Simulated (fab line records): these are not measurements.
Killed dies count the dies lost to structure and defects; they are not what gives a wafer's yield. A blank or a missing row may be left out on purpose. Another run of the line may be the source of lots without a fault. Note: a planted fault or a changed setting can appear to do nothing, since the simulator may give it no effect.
Which tool is to blame? | flow n5 finfet | 24 lots with 72 wafers sampled at 6 steps, on a route of 1938 steps

WHAT THE GAUGES READ, wafer by wafer
The record lacks any reading of a measuring or inspecting step that a usual standard deviation could be used to judge.

WHICH TOOL RAN EACH LOT (tool, then ch and the chambers of the sampled wafers, then the start)
lot  | N5_BEOL_M3_HM_OPEN_17             | N5_BEOL_M3_PRE_CLEAN_45      | N5_BEOL_M3_SPUTTER_81        | N5_BEOL_M3_ANNEAL_87         | N5_BEOL_M3_ANNEAL_95         | N5_BEOL_M3_ANNEAL_51
L074 | rie metal-03 ch 0,1, day 7 02:44  | pvd sputter-01, day 7 05:35  | pvd sputter-02, day 7 06:44  | pvd sputter-02, day 7 07:02  | pvd sputter-02, day 7 07:55  | rtp anneal-01 ch 0, day 7 08:20
L076 | rie metal-01 ch 0,1, day 7 09:05  | pvd sputter-02, day 7 13:02  | pvd sputter-02, day 7 14:02  | pvd sputter-02, day 7 14:20  | pvd sputter-02, day 7 15:13  | rtp anneal-02 ch 0, day 7 15:33
L075 | rie metal-02 ch 0, day 7 13:46    | pvd sputter-02, day 7 16:31  | pvd sputter-01, day 7 17:29  | pvd sputter-01, day 7 17:47  | pvd sputter-01, day 7 18:40  | rtp anneal-01 ch 0, day 7 19:03
L077 | rie metal-01 ch 0,1, day 7 17:40  | pvd sputter-03, day 7 20:57  | pvd sputter-03, day 7 22:16  | pvd sputter-03, day 7 22:34  | pvd sputter-03, day 7 23:27  | rtp anneal-01 ch 0, day 7 23:50
L078 | rie metal-02 ch 0,1, day 8 03:47  | pvd sputter-01, day 8 05:55  | pvd sputter-03, day 8 07:06  | pvd sputter-03, day 8 07:24  | pvd sputter-03, day 8 08:17  | rtp anneal-02 ch 0, day 8 08:42
L079 | rie metal-03 ch 0,1, day 8 08:24  | pvd sputter-01, day 8 11:35  | pvd sputter-02, day 8 12:51  | pvd sputter-02, day 8 13:09  | pvd sputter-02, day 8 14:02  | rtp anneal-01 ch 0, day 8 14:22
L080 | rie metal-02 ch 0,1, day 8 14:23  | pvd sputter-03, day 8 19:05  | pvd sputter-01, day 8 22:13  | pvd sputter-01, day 8 22:31  | pvd sputter-01, day 8 23:24  | rtp anneal-02 ch 0, day 8 23:44
L081 | rie metal-01 ch 0,1, day 8 15:16  | pvd sputter-01, day 8 19:08  | pvd sputter-02, day 8 21:21  | pvd sputter-02, day 8 21:39  | pvd sputter-02, day 8 22:32  | rtp anneal-02 ch 0, day 8 22:55
L082 | rie metal-01 ch 0,1, day 9 00:25  | pvd sputter-01, day 9 02:42  | pvd sputter-01, day 9 03:54  | pvd sputter-01, day 9 04:12  | pvd sputter-01, day 9 05:05  | rtp anneal-01 ch 0, day 9 05:28
L083 | rie metal-02 ch 0,1, day 9 09:10  | pvd sputter-01, day 9 12:17  | pvd sputter-02, day 9 13:23  | pvd sputter-02, day 9 13:41  | pvd sputter-02, day 9 14:34  | rtp anneal-02 ch 0, day 9 15:00
L084 | rie metal-01 ch 0,1, day 9 09:11  | pvd sputter-01, day 9 15:13  | pvd sputter-02, day 9 16:40  | pvd sputter-02, day 9 16:58  | pvd sputter-02, day 9 17:50  | rtp anneal-02 ch 0, day 9 18:11
L085 | rie metal-02 ch 0,1, day 10 01:18 | pvd sputter-03, day 10 03:02 | pvd sputter-03, day 10 04:01 | pvd sputter-03, day 10 04:19 | pvd sputter-03, day 10 05:11 | rtp anneal-01 ch 0, day 10 05:40
L086 | rie metal-02 ch 1, day 10 01:22   | pvd sputter-01, day 10 03:35 | pvd sputter-02, day 10 06:15 | pvd sputter-02, day 10 06:33 | pvd sputter-02, day 10 07:26 | rtp anneal-01 ch 0, day 10 07:49
L088 | rie metal-02 ch 0,1, day 10 08:50 | pvd sputter-03, day 10 16:46 | pvd sputter-02, day 10 17:43 | pvd sputter-02, day 10 18:01 | pvd sputter-02, day 10 18:54 | rtp anneal-02 ch 0, day 10 19:14
L087 | rie metal-02 ch 0,1, day 10 09:54 | pvd sputter-03, day 10 16:55 | pvd sputter-01, day 10 18:02 | pvd sputter-01, day 10 18:20 | pvd sputter-01, day 10 19:13 | rtp anneal-02 ch 0, day 10 19:32
L089 | rie metal-02 ch 0,1, day 10 15:53 | pvd sputter-03, day 10 19:33 | pvd sputter-01, day 10 20:34 | pvd sputter-01, day 10 20:52 | pvd sputter-01, day 10 21:44 | rtp anneal-02 ch 0, day 10 22:05
L091 | rie metal-01 ch 0,1, day 11 00:47 | pvd sputter-02, day 11 07:07 | pvd sputter-02, day 11 08:20 | pvd sputter-02, day 11 08:38 | pvd sputter-02, day 11 09:31 | rtp anneal-01 ch 0, day 11 10:01
L090 | rie metal-03 ch 0,1, day 11 00:59 | pvd sputter-01, day 11 23:23 | pvd sputter-03, day 12 01:17 | pvd sputter-03, day 12 01:35 | pvd sputter-03, day 12 02:28 | rtp anneal-02 ch 0, day 12 03:00
L093 | rie metal-03 ch 0,1, day 11 17:27 | pvd sputter-03, day 12 02:44 | pvd sputter-02, day 12 03:54 | pvd sputter-02, day 12 04:12 | pvd sputter-02, day 12 05:05 | rtp anneal-01 ch 0, day 12 05:37
L092 | rie metal-02 ch 1, day 12 10:08   | pvd sputter-01, day 12 11:50 | pvd sputter-02, day 12 12:50 | pvd sputter-02, day 12 13:08 | pvd sputter-02, day 12 14:01 | rtp anneal-01 ch 0, day 12 14:41
L094 | rie metal-03 ch 0,1, day 12 12:35 | pvd sputter-03, day 12 18:32 | pvd sputter-03, day 12 20:11 | pvd sputter-03, day 12 20:29 | pvd sputter-03, day 12 21:22 | rtp anneal-02 ch 0, day 12 22:59
L095 | rie metal-01 ch 0,1, day 12 15:13 | pvd sputter-03, day 12 18:49 | pvd sputter-01, day 12 21:24 | pvd sputter-01, day 12 21:42 | pvd sputter-01, day 12 22:35 | rtp anneal-01 ch 0, day 12 23:57
L096 | rie metal-02 ch 0,1, day 12 22:20 | pvd sputter-03, day 13 02:30 | pvd sputter-01, day 13 03:59 | pvd sputter-01, day 13 04:17 | pvd sputter-01, day 13 05:10 | rtp anneal-02 ch 0, day 13 05:35
L097 | rie metal-02 ch 0,1, day 13 01:23 | pvd sputter-01, day 13 05:31 | pvd sputter-02, day 13 08:11 | pvd sputter-02, day 13 08:29 | pvd sputter-02, day 13 09:22 | rtp anneal-02 ch 0, day 13 09:45
- N5_BEOL_M3_HM_OPEN_17: chemistry Cl2/BCl3, target TiN, target depth 20 nm, overetch 6 nm.
- N5_BEOL_M3_PRE_CLEAN_45: time 30 s.
- N5_BEOL_M3_SPUTTER_81: material Cu, target thk 4.5 nm, time 8.29 s.
- N5_BEOL_M3_ANNEAL_87: time 240 s.
- N5_BEOL_M3_ANNEAL_95: time 240 s.
- N5_BEOL_M3_ANNEAL_51: time 90 s.

WHAT THE TOOLS THEMSELVES READ (means of the sampled wafers that have a number; where no wafer has one, the mark that the record gives instead)
N5_BEOL_M3_HM_OPEN_17.
lot  | tool         | drypump motor current A (A) | oes_ar_750_au (a.u.) | oes product au (a.u.) | throttle valve pct (%)
L074 | rie metal-03 | 6.1                         | 0.66                 | 0.58                  | 22.23
L076 | rie metal-01 | 5.9                         | 0.70                 | 0.59                  | 22.31
L075 | rie metal-02 | 5.1                         | 0.63                 | 0.53                  | 22.62
L077 | rie metal-01 | 6.0                         | 0.70                 | 0.60                  | 22.44
L078 | rie metal-02 | 5.6                         | 0.86                 | 0.73                  | 22.36
L079 | rie metal-03 | 5.6                         | 0.67                 | 0.59                  | 22.26
L080 | rie metal-02 | 5.6                         | 0.84                 | 0.73                  | 22.36
L081 | rie metal-01 | 6.0                         | 0.70                 | 0.60                  | 22.45
L082 | rie metal-01 | 5.9                         | 0.69                 | 0.59                  | 22.32
L083 | rie metal-02 | 5.6                         | 0.84                 | 0.72                  | 22.36
L084 | rie metal-01 | 6.0                         | 0.69                 | 0.59                  | 22.44
L085 | rie metal-02 | 5.6                         | 0.83                 | 0.71                  | 22.37
L086 | rie metal-02 | 5.8                         | 0.93                 | 0.80                  | 22.25
L088 | rie metal-02 | 5.4                         | 0.72                 | 0.61                  | 22.50
L087 | rie metal-02 | 5.4                         | 0.72                 | 0.60                  | 22.51
L089 | rie metal-02 | 5.6                         | 0.82                 | 0.69                  | 22.38
L091 | rie metal-01 | 5.9                         | 0.68                 | 0.58                  | 22.33
L090 | rie metal-03 | 6.0                         | 0.65                 | 0.58                  | 22.24
L093 | rie metal-03 | 5.6                         | 0.66                 | 0.58                  | 22.27
L092 | rie metal-02 | 5.9                         | 0.89                 | 0.76                  | 22.25
L094 | rie metal-03 | 5.6                         | 0.66                 | 0.58                  | 22.28
L095 | rie metal-01 | 5.9                         | 0.67                 | 0.58                  | 22.33
L096 | rie metal-02 | 5.6                         | 0.92                 | 0.78                  | 22.22
L097 | rie metal-02 | 5.6                         | 0.92                 | 0.78                  | 22.22

N5_BEOL_M3_PRE_CLEAN_45.
lot  | tool           | heater power w (W)
L074 | pvd sputter-01 | 289
L076 | pvd sputter-02 | 361
L075 | pvd sputter-02 | 349
L077 | pvd sputter-03 | 346
L078 | pvd sputter-01 | 293
L079 | pvd sputter-01 | 316
L080 | pvd sputter-03 | 331
L081 | pvd sputter-01 | 292
L082 | pvd sputter-01 | 289
L083 | pvd sputter-01 | 318
L084 | pvd sputter-01 | 290
L085 | pvd sputter-03 | 336
L086 | pvd sputter-01 | 315
L088 | pvd sputter-03 | 331
L087 | pvd sputter-03 | 334
L089 | pvd sputter-03 | 333
L091 | pvd sputter-02 | 351
L090 | pvd sputter-01 | 292
L093 | pvd sputter-03 | 335
L092 | pvd sputter-01 | 290
L094 | pvd sputter-03 | 347
L095 | pvd sputter-03 | 346
L096 | pvd sputter-03 | 335
L097 | pvd sputter-01 | 324

N5_BEOL_M3_SPUTTER_81.
lot  | tool           | throttle valve pct (%)
L074 | pvd sputter-02 | 29.4
L076 | pvd sputter-02 | 29.6
L075 | pvd sputter-01 | 29.0
L077 | pvd sputter-03 | 31.2
L078 | pvd sputter-03 | 31.5
L079 | pvd sputter-02 | 30.0
L080 | pvd sputter-01 | 28.9
L081 | pvd sputter-02 | 30.7
L082 | pvd sputter-01 | 29.4
L083 | pvd sputter-02 | 30.0
L084 | pvd sputter-02 | 30.2
L085 | pvd sputter-03 | 31.4
L086 | pvd sputter-02 | 29.9
L088 | pvd sputter-02 | 29.8
L087 | pvd sputter-01 | 28.9
L089 | pvd sputter-01 | 28.8
L091 | pvd sputter-02 | 29.9
L090 | pvd sputter-03 | 31.0
L093 | pvd sputter-02 | 29.6
L092 | pvd sputter-02 | 30.2
L094 | pvd sputter-03 | 31.5
L095 | pvd sputter-01 | 28.2
L096 | pvd sputter-01 | 27.7
L097 | pvd sputter-02 | 30.4

N5_BEOL_M3_ANNEAL_87.
lot  | tool           | heater power w (W)
L074 | pvd sputter-02 | 918
L076 | pvd sputter-02 | 881
L075 | pvd sputter-01 | 740
L077 | pvd sputter-03 | 838
L078 | pvd sputter-03 | 831
L079 | pvd sputter-02 | 909
L080 | pvd sputter-01 | 714
L081 | pvd sputter-02 | 847
L082 | pvd sputter-01 | 730
L083 | pvd sputter-02 | 888
L084 | pvd sputter-02 | 871
L085 | pvd sputter-03 | 831
L086 | pvd sputter-02 | 909
L088 | pvd sputter-02 | 894
L087 | pvd sputter-01 | 721
L089 | pvd sputter-01 | 719
L091 | pvd sputter-02 | 887
L090 | pvd sputter-03 | 865
L093 | pvd sputter-02 | 897
L092 | pvd sputter-02 | 880
L094 | pvd sputter-03 | 836
L095 | pvd sputter-01 | 783
L096 | pvd sputter-01 | 783
L097 | pvd sputter-02 | 869

N5_BEOL_M3_ANNEAL_95.
lot  | tool           | heater power w (W)
L074 | pvd sputter-02 | 929
L076 | pvd sputter-02 | 884
L075 | pvd sputter-01 | 739
L077 | pvd sputter-03 | 832
L078 | pvd sputter-03 | 841
L079 | pvd sputter-02 | 890
L080 | pvd sputter-01 | 705
L081 | pvd sputter-02 | 835
L082 | pvd sputter-01 | 719
L083 | pvd sputter-02 | 901
L084 | pvd sputter-02 | 867
L085 | pvd sputter-03 | 841
L086 | pvd sputter-02 | 885
L088 | pvd sputter-02 | 891
L087 | pvd sputter-01 | 719
L089 | pvd sputter-01 | 721
L091 | pvd sputter-02 | 908
L090 | pvd sputter-03 | 865
L093 | pvd sputter-02 | 894
L092 | pvd sputter-02 | 874
L094 | pvd sputter-03 | 828
L095 | pvd sputter-01 | 793
L096 | pvd sputter-01 | 789
L097 | pvd sputter-02 | 887

N5_BEOL_M3_ANNEAL_51.
lot  | tool          | wafer_temp_C_max
L074 | rtp anneal-01 | 226.14
L076 | rtp anneal-02 | 226.35
L075 | rtp anneal-01 | 225.71
L077 | rtp anneal-01 | 226.00
L078 | rtp anneal-02 | 225.84
L079 | rtp anneal-01 | 225.90
L080 | rtp anneal-02 | 226.40
L081 | rtp anneal-02 | 226.32
L082 | rtp anneal-01 | 225.94
L083 | rtp anneal-02 | 225.98
L084 | rtp anneal-02 | 226.30
L085 | rtp anneal-01 | 225.84
L086 | rtp anneal-01 | 225.92
L088 | rtp anneal-02 | 226.11
L087 | rtp anneal-02 | 226.23
L089 | rtp anneal-02 | 225.93
L091 | rtp anneal-01 | 225.97
L090 | rtp anneal-02 | 226.36
L093 | rtp anneal-01 | 226.38
L092 | rtp anneal-01 | 225.82
L094 | rtp anneal-02 | 226.14
L095 | rtp anneal-01 | 226.46
L096 | rtp anneal-02 | 226.57
L097 | rtp anneal-02 | 225.87

THE ANSWER, worked out from the rows above alone
Rule: usual is defined by the lots themselves. Put in order of their means at a reading, lots are off if they are a third of the lots or fewer, leave a main group of 4 or more, and stand apart from it by a gap of 3 or more times the standard deviation of the main group's means; of several such gaps the widest counts. If all means in a main group match to the digits the tables above print for the reading, that group is not used. A lot without any number at a reading at which 4 lots or more have one is off too. Where the step has rows for the other lots, those lots are counted as sound. First the gauges in route order, then the tools' own readings, where a lot's mean is used as printed above. The first step at which some lot is off is used, and at that step the reading that is off furthest; a lot without a number counts as furthest.
Nothing can be told from this: no lot is off at any reading shown.

WHAT THE SIMULATOR HAD PUT IN
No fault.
